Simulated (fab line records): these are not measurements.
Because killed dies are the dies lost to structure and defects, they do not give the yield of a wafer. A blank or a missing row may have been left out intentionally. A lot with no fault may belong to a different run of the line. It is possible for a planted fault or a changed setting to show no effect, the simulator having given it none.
fab line records ; flow n5Finfet
record lots=4; wafers=12; lastDay=16
route steps=1938 shown GATE_CUT@490 MOL_CONTACT_COAG@517 BEOL_M4@1111 PASSIVATION@1936
lots that met no fault: taken from a fault-free run of the same line
startH: start of the lot's first displayed wafer, in hours after the record's first day ; waitH: time in hours since the lot's previous step ; " identical to the entry in the row above ; L1.1+2: a single row standing in for several wafers ; - no value present, or no start provided ; * or withheld: withheld ; < > ~ a bound
route shown NAME@n: a module of which the file shows steps, and the number in the route of the first ; usual: mean/standard deviation of fault-free wafers ; same: alike in all rows ; chamber/n: place in a boat ; sites: readings site by site ; _std_site: the values' standard deviation ; _edge_site: outer sites' mean less inner sites' ; radiusMm: for every site, how far away it sits from the centre of the wafer ; mask NAME#n: copy n ; behind: tool/chamber where the wafer was last shaped ; hold: why the lot was held/for how many hours/how that ended ; device: transistor that didn't switch, given as n, p or np ; end of line: the same wafers' tests at the end of the route ; for a step that has no rows: nothing shown but its recipe ; killed: not the wafer's yield, but the dies lost to structure and defects at the first sort ; map: a wafer's dies, x killed, . not, _ none there
set.NAME: the setting that was run; set.NAME@STEP: the one run at that earlier step ; model.NAME: the simulator's own value behind a step, which no gauge read
lots at selected steps of the route; one table per step, one row per wafer
services: a tool's chamber out of use, with start hour (startH, from the record's first day; less than 0 if before it), hours out, and reason
## steps
# step N5_GATE_CUT_DESCUM_18
# recipe chemistry=O2; timeS=7; sourcePowerW=50; biasPowerW=20; pressureMtorr=20; rfFrequencyHz=2.712e+07; tempC=40; resist=CAR-EUV; o2FlowSccm=225
# step N5_GATE_CUT_ETCH_28
# recipe chemistry=N2/H2; target=underlayer; targetDepthA=130; maskMaterial=CAR-EUV; timeS=10.4; ionEnergyEv=200; pressureMtorr=30; sourceW=840; biasW=150; n2FlowSccm=200; h2FlowSccm=200; ends=cleared
# step N5_GATE_CUT_ETCH_36
# recipe chemistry=CF4; target=SiARC; targetDepthA=130; maskMaterial=CAR-EUV; timeS=21.7; ionEnergyEv=80; pressureMtorr=40; sourceW=545; biasW=36; Ar_flow_sccm=100; cf4FlowSccm=100; ends=cleared
# step N5_GATE_CUT_ETCH_37
# recipe chemistry=N2/H2; target=SOC; targetDepthA=600; overetchA=120; maskMaterial=SiARC; tempC=40; timeS=90; ionEnergyEv=200; pressureMtorr=30; sourceW=840; biasW=150; n2FlowSccm=200; h2FlowSccm=200
# step N5_GATE_CUT_STRIP_38
# recipe chemistry=N2/H2; tempC=40; n2FlowSccm=200; h2FlowSccm=200; rfFrequencyHz=6e+07
# step N5_GATE_CUT_STRIP_39
# recipe chemistry=N2/H2; tempC=40; n2FlowSccm=200; h2FlowSccm=200; rfFrequencyHz=6e+07
# step N5_GATE_CUT_HM_OPEN_40
# recipe chemistry=C4F6/O2; target=SiO2; maskMaterial=SiARC; targetDepthA=1390; timeS=85.1; ionEnergyEv=250; pressureMtorr=30; sourceW=345; biasW=185; Ar_flow_sccm=300; C4F6_flow_sccm=10; O2_flow_sccm=10; ends=cleared
# step N5_GATE_CUT_STRIP_41
# recipe chemistry=CF4; resist=SiARC; powerW=300; biasPowerW=75; pressureMtorr=50; cf4FlowSccm=150; rfFrequencyHz=6e+07
# step N5_GATE_CUT_STRIP_42
# recipe chemistry=O2; powerW=400; tempC=40; pressureMtorr=30; rfFrequencyHz=6e+07; biasPowerW=0; overashFraction=0.3; o2FlowSccm=225
# step N5_GATE_CUT_ETCH_19
# recipe chemistry=CH3F/O2; target=SiNx; maskMaterial=SiO2; targetDepthA=537; timeS=76.7; pressureMtorr=30; sourceW=395; biasW=73; Ar_flow_sccm=150; CH3F_flow_sccm=30; O2_flow_sccm=20; ionEnergyEv=120; ends=cleared
# step N5_GATE_CUT_CUT_ETCH_53
# recipe chemistry=SF6/Cl2; target=W; maskMaterial=SiO2; targetDepthA=792; pressureMtorr=8; icpW=900; biasW=80; SF6_flow_sccm=40; Cl2_flow_sccm=60; ends=cleared
# usual drypumpMotorCurrentA=5.6/0.44; etchRfOnTimeS=26.1/0.36; oesProductAu=0.73/0.09; throttleValvePct=29.04/0.26
lot.wafer;tool;chamber;startH;waitH;drypumpMotorCurrentA;etchRfOnTimeS;oesProductAu;rfHoursCounterH;throttleValvePct;model.etch.depthNm
L960.1;rieMetal-02;0;139.67;0.1;5.1;25.9;0.80;13;28.75;67.12
L960.3;rieMetal-02;1;139.67;0.1;6.3;34.3;0.61;-;28.45;56.1
L960.6;rieMetal-02;0;139.67;0.1;5.1;25.6;0.81;-;28.72;67.12
L961.2;rieMetal-02;0;145.29;0.1;5.2;26.1;0.79;14;28.71;67.12
L961.3;rieMetal-02;0;145.29;0.1;5.1;26.3;0.79;-;28.73;67.12
L961.4;rieMetal-02;1;145.29;0.1;6.3;34.3;0.60;-;28.43;55.57
L963.2;rieMetal-01;0;159.11;0.1;5.1;26.2;0.90;0;29.28;67.12
L963.3;rieMetal-01;0;159.11;0.1;5.2;26.1;0.91;-;29.28;67.12
L963.4;rieMetal-01;1;159.11;0.1;5.7;26.1;0.63;-;29.13;67.12
L970.3;rieMetal-03;1;197.04;0.1;6.0;25.8;0.76;-;29.39;67.12
L970.4;rieMetal-03;0;197.04;0.1;5.5;25.5;0.68;-;29.07;67.12
L970.6;rieMetal-03;0;197.04;0.1;5.5;25.6;0.69;-;29.08;67.12
# step N5_GATE_CUT_CUT_ETCH_54
# recipe chemistry=Cl2/BCl3; target=TiN; maskMaterial=SiO2; targetDepthA=967; pressureMtorr=10; icpW=1000; biasW=126; Cl2_flow_sccm=53.25; bcl3FlowSccm=21.75; Ar_flow_sccm=25; ends=cleared
# usual drypumpMotorCurrentA=5.6/0.44; etchRfOnTimeS=36.4/0.51; oesProductAu=0.73/0.089; throttleValvePct=22.35/0.25
lot.wafer;tool;chamber;startH;waitH;drypumpMotorCurrentA;etchRfOnTimeS;oesProductAu;rfHoursCounterH;throttleValvePct
L960.1;rieMetal-02;0;139.73;0.0;5.1;36.4;0.79;13;22.05
L960.3;rieMetal-02;1;139.73;0.0;6.3;47.9;0.32;-;22.59
L960.6;rieMetal-02;0;139.73;0.0;5.2;36.3;0.80;-;22.05
L961.2;rieMetal-02;0;145.35;0.0;5.2;36.2;0.79;14;22.06
L961.3;rieMetal-02;0;145.35;0.0;5.1;36.0;0.80;-;22.06
L961.4;rieMetal-02;1;145.35;0.0;6.3;47.9;0.31;-;22.60
L963.2;rieMetal-01;0;159.17;0.0;5.1;36.5;0.90;0;22.54
L963.3;rieMetal-01;0;159.17;0.0;5.2;36.7;0.89;-;22.53
L963.4;rieMetal-01;1;159.17;0.0;5.7;36.8;0.62;-;22.49
L970.3;rieMetal-03;1;197.10;0.0;6.0;35.8;0.77;-;22.58
L970.4;rieMetal-03;0;197.10;0.0;5.5;35.6;0.68;-;22.42
L970.6;rieMetal-03;0;197.10;0.0;5.5;35.7;0.68;-;22.42
# step N5_GATE_CUT_ETCH_47
# recipe chemistry=Cl2/BCl3; target=SiO2; targetDepthA=100; pressureMtorr=10; icpW=1000; biasW=126; Cl2_flow_sccm=53.25; bcl3FlowSccm=21.75; Ar_flow_sccm=25
# usual drypumpMotorCurrentA=5.6/0.44; oesProductAu=0.81/0.099; throttleValvePct=22.90/0.25
lot.wafer;tool;chamber;startH;waitH;drypumpMotorCurrentA;oesProductAu;rfHoursCounterH;throttleValvePct;model.GATE_CUT.cdNm
L960.1;rieMetal-02;0;139.82;0.0;5.2;0.88;13;22.60;19.6
L960.3;rieMetal-02;1;139.82;0.0;6.4;0.85;-;22.59;19.2
L960.6;rieMetal-02;0;139.82;0.0;5.2;0.88;-;22.61;19.6
L961.2;rieMetal-02;0;145.44;0.0;5.2;0.87;14;22.59;19.8
L961.3;rieMetal-02;0;145.44;0.0;5.2;0.88;-;22.60;19
L961.4;rieMetal-02;1;145.44;0.0;6.3;0.85;-;22.60;18.2
L963.2;rieMetal-01;0;159.26;0.0;5.1;0.99;0;23.09;20
L963.3;rieMetal-01;0;159.26;0.0;5.2;0.98;-;23.09;19.6
L963.4;rieMetal-01;1;159.26;0.0;5.7;0.69;-;23.03;19.8
L970.3;rieMetal-03;1;197.18;0.0;6.0;0.84;-;23.14;20
L970.4;rieMetal-03;0;197.18;0.0;5.5;0.76;-;22.97;19.2
L970.6;rieMetal-03;0;197.18;0.0;5.5;0.74;-;22.96;19.2
# step N5_GATE_CUT_VAPOR_ETCH_48
# recipe chemistry=BCl3/Cl2; target=TiN; mode=isotropic
# step N5_GATE_CUT_VAPOR_ETCH_49
# recipe chemistry=BCl3/Cl2; target=TiAlC; mode=isotropic
# step N5_GATE_CUT_VAPOR_ETCH_51
# recipe chemistry=BCl3/Cl2; target=HfO2; mode=isotropic
# step N5_GATE_CUT_STRIP_21
# recipe chemistry=N2/H2; timeS=30; powerW=1000; tempC=250; pressureMtorr=withheld; n2FlowSccm=1750; h2FlowSccm=3250
# step N5_GATE_CUT_STRIP_29
# recipe chemistry=postEtchResidueRemover; timeS=60; tempC=25; removerPh=withheld; removerWaterWtPct=withheld; removerFluorideWtPct=withheld
# step N5_GATE_CUT_SRD_52
# recipe dry=ipaMarangoni; timeS=30; tempC=23; rinseLiquid=diw
# step N5_GATE_CUT_ALD_22
# recipe material=SiNx; targetThkA=160; tempC=400; aldPrecursorFamily=SiH2I2; aldCoReactant=N2/H2-plasma; pulseTimeS=1; aldCycles=320; purgeTimeS=2; coReactantPurgeTimeS=2; pressureTorr=2
# step N5_GATE_CUT_CMP_23
# recipe stopOn=SiO2; tOverpolishS=23.4; postCmpClean=alkalineBrush; downForcePsi=2.5; platenRpm=51.8; padVelocityMS=1.0307; targetThkNm=16
# step N5_GATE_CUT_CMP_43
# recipe material=SiO2; postCmpClean=rinseOnly
# step N5_GATE_CUT_CMP_61
# recipe stopOn=SiNx; tOverpolishS=3; postCmpClean=alkalineBrush; downForcePsi=4; platenRpm=27.09; padVelocityMS=0.539
# step N5_MOL_CONTACT_COAG_COAT_103
# recipe resist=SOC; tempC=250; timeS=60; spinRpm=1500; resistThkNm=80
# step N5_MOL_CONTACT_COAG_COAT_104
# recipe resist=SiARC; tempC=220; timeS=60; spinRpm=1500; resistThkNm=12
# step N5_MOL_CONTACT_COAG_COAT_58
# recipe resist=underlayer; tempC=205; timeS=60; spinRpm=1500; resistThkNm=10
# step N5_MOL_CONTACT_COAG_COAT_02
# recipe resist=CAR-EUV; spinRpm=1500; resistThkNm=30
# step N5_MOL_CONTACT_COAG_EBR_04
# recipe solvent=PGMEA; ebrWidthMm=1.5
# step N5_MOL_CONTACT_COAG_SOFTBAKE_03
# recipe tempC=110; timeS=60; resist=CAR-EUV
# step N5_MOL_CONTACT_COAG_EXPOSE_05
# recipe maskId=CA; na=0.33; sourceShape=annular; sigmaInner=0.4; sigmaOuter=0.8; polarization=unpolarized; defocusNm=0; doseMj=38.25
# step N5_MOL_CONTACT_COAG_PEB_06
# recipe pebTempC=100; pebTimeS=60; resist=CAR-EUV
# step N5_MOL_CONTACT_COAG_DEVELOP_07
# recipe developTimeS=30; developer=TMAH; resist=CAR-EUV; rinseLiquid=surfactantRinse; dry=airSpin; devTempC=23
# step N5_MOL_CONTACT_COAG_DESCUM_13
# recipe chemistry=O2; timeS=7; sourcePowerW=50; biasPowerW=20; pressureMtorr=20; rfFrequencyHz=2.712e+07; tempC=40; resist=CAR-EUV; o2FlowSccm=225
# step N5_BEOL_M4_RC_MEAS_101
# usual DIBL_N=36.5/1.4; DIBL_P=36.9/1.7; IOFF_N=0.163/0.023; IOFF_P=0.22/0.032; ION_N=673/9; ION_P=462/7.5; SS_N=71.6/0.54; SS_P=73.4/0.62; VT_N=249.8/2.8; VT_P=-250/3.5
lot.wafer;tool;chamber;startH;waitH;DIBL_N[mV/V];DIBL_P[mV/V];IOFF_N[nA/um];IOFF_P[nA/um];ION_N[uA/um];ION_P[uA/um];SS_N[mV/dec];SS_P[mV/dec];VT_N[mV];VT_P[mV]
L960.1;prober-02;0;215.92;0.0;36.6;39.1;0.176;0.22;669;454;71.5;73.7;249.1;-252
L960.6;prober-02;0;215.92;0.0;34.4;36.0;0.128;0.16;662;450;71.2;72.7;254.2;-259
L961.2;prober-02;0;233.51;0.2;34.9;34.0;0.129;0.20;663;449;71.3;72.5;253.5;-250
L961.3;prober-02;0;233.51;0.2;36.2;35.2;0.155;0.22;667;463;71.5;72.3;248.4;-246
L963.2;prober-02;0;245.77;0.2;35.2;34.9;0.137;0.19;676;460;70.7;72.8;252.8;-253
L963.3;prober-02;0;245.77;0.2;35.3;34.9;0.141;0.20;666;461;70.8;72.9;253.7;-248
L963.4;prober-02;0;245.77;0.2;36.9;37.8;0.178;0.24;680;467;71.6;73.4;248.0;-251
L970.3;prober-01;0;278.24;0.3;34.9;37.1;0.153;0.22;675;473;71.8;73.9;251.9;-244
L970.4;prober-01;0;278.24;0.3;35.1;36.5;0.143;0.22;672;464;72.2;73.9;255.5;-249
L970.6;prober-01;0;278.24;0.3;34.1;35.7;0.139;0.20;670;467;70.9;72.9;253.1;-249
# step N5_PASSIVATION_PROBE_49
# usual defectLimitedYield=91.2/1.4; killed_at_M0_to_M3=35/11; killed_at_M4_up=12/4.2; killedAtContacts=13/5.6; killedAtFrontEnd=40/12; killedAtOther=3.3/2.6; killedDies=103/17; killedOnRim=14/4.5; killedOpen=68/12; killedShort=34/7.6; sort_bin_5_function=5.1/0.95; sort_bin_6_memory=3.3/0.68; sortNPass=1077/17; sortYieldPct=91.2/1.4
# same grossDies=1180; killedAtBackSide=0; sort_bin_4_leakage[%]=0; sort_bin_8_speed[%]=0
lot.wafer;tool;chamber;startH;waitH;defectLimitedYield[%];killed_at_M0_to_M3;killed_at_M4_up;killedAtContacts;killedAtFrontEnd;killedAtOther;killedDies;killedOnRim;killedOpen;killedShort;sort_bin_5_function[%];sort_bin_6_memory[%];sortNPass;sortYieldPct[%]
L960.3;prober-02;-;321.43;0.1;0;44;6;6;1117;7;1180;152;67;33;96.2;3.6;0;0
L961.4;prober-01;-;325.07;0.2;0;44;7;5;1120;4;1180;152;54;32;96.4;3.0;0;0
L963.2;prober-02;-;339.96;0.1;90.1;46;16;8;45;2;117;18;77;36;5.2;3.7;1063;90.1
L963.3;prober-02;-;340.01;0.1;90.7;32;18;12;45;3;110;13;61;44;5.7;3.0;1070;90.7
L963.4;prober-02;-;340.06;0.2;90.9;44;10;18;30;5;107;6;67;39;5.3;3.3;1073;90.9
# killed by level:class
L960.3 GATE_CUT:areaEtch=1080 BEOL_M1:geometricParticle:open=12 BEOL_M2:geometricParticle:open=11 FIN_SAQP:geometricParticle:open=10 GATE_CUT:geometricParticle:short=7 FIN_SAQP:geometricParticle:short=6 MOL_CONTACT_COAG:geometricParticle:open=6 DUMMY_GATE:geometricParticle:open=5
L961.4 GATE_CUT:areaEtch=1093 BEOL_M2:geometricParticle:open=12 BEOL_M0_SAQP:geometricParticle:short=12 BEOL_M3:geometricParticle:open=8 STI_FIN_REVEAL:geometricParticle:open=6 GATE_CUT:geometricParticle:short=5 FIN_SAQP:geometricParticle:open=4 DUMMY_GATE:geometricParticle:open=4
L963.2 STI_FIN_REVEAL:geometricParticle:open=12 BEOL_M2:geometricParticle:open=12 BEOL_M1:geometricParticle:open=9 BEOL_M4:geometricParticle:open=9 MOL_CONTACT_COAG:geometricParticle:open=7 BEOL_M0_SAQP:geometricParticle:short=7 BEOL_M0_SAQP:geometricParticle:open=7 FIN_SAQP:geometricParticle:open=6
L963.3 BEOL_M0_SAQP:geometricParticle:short=10 MOL_CONTACT_COAG:geometricParticle:open=9 STI_FIN_REVEAL:geometricParticle:open=8 ILD0:geometricParticle:short=6 BEOL_M5:geometricParticle:open=6 DUMMY_GATE:geometricParticle:open=5 GATE_CUT:geometricParticle:short=5 BEOL_M0_SAQP:geometricParticle:open=5
L963.4 BEOL_M0_SAQP:geometricParticle:short=20 MOL_CONTACT_COAG:geometricParticle:open=17 BEOL_M0_SAQP:geometricParticle:open=9 BEOL_M3:geometricParticle:open=8 STI_FIN_REVEAL:geometricParticle:open=5 ILD0:geometricParticle:short=5 GATE_CUT:geometricParticle:short=5 DUMMY_GATE:geometricParticle:open=4
# map L960.3 (x killed, . not)
_________________xxxxxxxxxxxx________________
______________xxxxxxxxxxxxxxxxxx_____________
___________xxxxxxxxxxxxxxxxxxxxxxxx__________
__________xxxxxxxxxxxxxxxxxxxxxxxxxx_________
________xxxxxxxxxxxxxxxxxxxxxxxxxxxxxx_______
_______xxxxxxxxxxxxxxxxxxxxxxxxxxxxxxxx______
______xxxxxxxxxxxxxxxxxxxxxxxxxxxxxxxxxx_____
_____xxxxxxxxxxxxxxxxxxxxxxxxxxxxxxxxxxxx____
____xxxxxxxxxxxxxxxxxxxxxxxxxxxxxxxxxxxxxx___
___xxxxxxxxxxxxxxxxxxxxxxxxxxxxxxxxxxxxxxxx__
___xxxxxxxxxxxxxxxxxxxxxxxxxxxxxxxxxxxxxxxx__
__xxxxxxxxxxxxxxxxxxxxxxxxxxxxxxxxxxxxxxxxxx_
__xxxxxxxxxxxxxxxxxxxxxxxxxxxxxxxxxxxxxxxxxx_
_xxxxxxxxxxxxxxxxxxxxxxxxxxxxxxxxxxxxxxxxxxxx
_xxxxxxxxxxxxxxxxxxxxxxxxxxxxxxxxxxxxxxxxxxxx
_xxxxxxxxxxxxxxxxxxxxxxxxxxxxxxxxxxxxxxxxxxxx
_xxxxxxxxxxxxxxxxxxxxxxxxxxxxxxxxxxxxxxxxxxxx
_xxxxxxxxxxxxxxxxxxxxxxxxxxxxxxxxxxxxxxxxxxxx
_xxxxxxxxxxxxxxxxxxxxxxxxxxxxxxxxxxxxxxxxxxxx
_xxxxxxxxxxxxxxxxxxxxxxxxxxxxxxxxxxxxxxxxxxxx
_xxxxxxxxxxxxxxxxxxxxxxxxxxxxxxxxxxxxxxxxxxxx
__xxxxxxxxxxxxxxxxxxxxxxxxxxxxxxxxxxxxxxxxxx_
__xxxxxxxxxxxxxxxxxxxxxxxxxxxxxxxxxxxxxxxxxx_
___xxxxxxxxxxxxxxxxxxxxxxxxxxxxxxxxxxxxxxxx__
___xxxxxxxxxxxxxxxxxxxxxxxxxxxxxxxxxxxxxxxx__
____xxxxxxxxxxxxxxxxxxxxxxxxxxxxxxxxxxxxxx___
_____xxxxxxxxxxxxxxxxxxxxxxxxxxxxxxxxxxxx____
______xxxxxxxxxxxxxxxxxxxxxxxxxxxxxxxxxx_____
_______xxxxxxxxxxxxxxxxxxxxxxxxxxxxxxxx______
________xxxxxxxxxxxxxxxxxxxxxxxxxxxxxx_______
__________xxxxxxxxxxxxxxxxxxxxxxxxxx_________
___________xxxxxxxxxxxxxxxxxxxxxxxx__________
______________xxxxxxxxxxxxxxxxxx_____________
_________________xxxxxxxxxxxx________________
# map L961.4 (x killed, . not)
_________________xxxxxxxxxxxx________________
______________xxxxxxxxxxxxxxxxxx_____________
___________xxxxxxxxxxxxxxxxxxxxxxxx__________
__________xxxxxxxxxxxxxxxxxxxxxxxxxx_________
________xxxxxxxxxxxxxxxxxxxxxxxxxxxxxx_______
_______xxxxxxxxxxxxxxxxxxxxxxxxxxxxxxxx______
______xxxxxxxxxxxxxxxxxxxxxxxxxxxxxxxxxx_____
_____xxxxxxxxxxxxxxxxxxxxxxxxxxxxxxxxxxxx____
____xxxxxxxxxxxxxxxxxxxxxxxxxxxxxxxxxxxxxx___
___xxxxxxxxxxxxxxxxxxxxxxxxxxxxxxxxxxxxxxxx__
___xxxxxxxxxxxxxxxxxxxxxxxxxxxxxxxxxxxxxxxx__
__xxxxxxxxxxxxxxxxxxxxxxxxxxxxxxxxxxxxxxxxxx_
__xxxxxxxxxxxxxxxxxxxxxxxxxxxxxxxxxxxxxxxxxx_
_xxxxxxxxxxxxxxxxxxxxxxxxxxxxxxxxxxxxxxxxxxxx
_xxxxxxxxxxxxxxxxxxxxxxxxxxxxxxxxxxxxxxxxxxxx
_xxxxxxxxxxxxxxxxxxxxxxxxxxxxxxxxxxxxxxxxxxxx
_xxxxxxxxxxxxxxxxxxxxxxxxxxxxxxxxxxxxxxxxxxxx
_xxxxxxxxxxxxxxxxxxxxxxxxxxxxxxxxxxxxxxxxxxxx
_xxxxxxxxxxxxxxxxxxxxxxxxxxxxxxxxxxxxxxxxxxxx
_xxxxxxxxxxxxxxxxxxxxxxxxxxxxxxxxxxxxxxxxxxxx
_xxxxxxxxxxxxxxxxxxxxxxxxxxxxxxxxxxxxxxxxxxxx
__xxxxxxxxxxxxxxxxxxxxxxxxxxxxxxxxxxxxxxxxxx_
__xxxxxxxxxxxxxxxxxxxxxxxxxxxxxxxxxxxxxxxxxx_
___xxxxxxxxxxxxxxxxxxxxxxxxxxxxxxxxxxxxxxxx__
___xxxxxxxxxxxxxxxxxxxxxxxxxxxxxxxxxxxxxxxx__
____xxxxxxxxxxxxxxxxxxxxxxxxxxxxxxxxxxxxxx___
_____xxxxxxxxxxxxxxxxxxxxxxxxxxxxxxxxxxxx____
______xxxxxxxxxxxxxxxxxxxxxxxxxxxxxxxxxx_____
_______xxxxxxxxxxxxxxxxxxxxxxxxxxxxxxxx______
________xxxxxxxxxxxxxxxxxxxxxxxxxxxxxx_______
__________xxxxxxxxxxxxxxxxxxxxxxxxxx_________
___________xxxxxxxxxxxxxxxxxxxxxxxx__________
______________xxxxxxxxxxxxxxxxxx_____________
_________________xxxxxxxxxxxx________________
## services
tool;chamber;startH;hours;kind
rieMetal-01;0;133.73;-;clean
rieMetal-01;0;133.73;22.1;scheduledDown
rieMetal-01;0;133.73;22.1;ventCycle
rieMetal-01;0;170.61;11.9;repair
rieMetal-02;1;187.87;1.7;repair
## key
firstSign step=N5_GATE_CUT_CUT_ETCH_53; reading=etchRfOnTimeS; direction=up; sigmas=23; usual=*; struck=*
effect step=N5_GATE_CUT_CUT_ETCH_54; reading=etchRfOnTimeS; direction=up; sigmas=22; usual=*; struck=*
effect step=N5_PASSIVATION_PROBE_49; reading=sort_bin_5_function; direction=up; sigmas=96; usual=5.1; struck=96.3
modelEffect step=N5_GATE_CUT_CUT_ETCH_53; value=etch.depthNm; without=67.12; struck=55.84
modelEffect step=N5_GATE_CUT_ETCH_47; value=GATE_CUT.cdNm; without=19.9; struck=18.7
moreKillsBornAt N5_GATE_CUT_CUT_ETCH_53@rieMetal-02=2173
metAt N5_GATE_CUT_CUT_ETCH_53
struckWafers L960.3,L961.4
laterRowsLeftOut L960.3,L961.4
fault kind=processParameterDrift; tool=rieMetal-02; chamber=1; onsetH=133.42; steps=N5_GATE_CUT_CUT_ETCH_53; channel=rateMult; offset=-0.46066; shape=step; endH=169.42
# laterRowsLeftOut: the simulator's readings of these wafers behind a module that went badly wrong aren't trusted and aren't shown, but for the sort
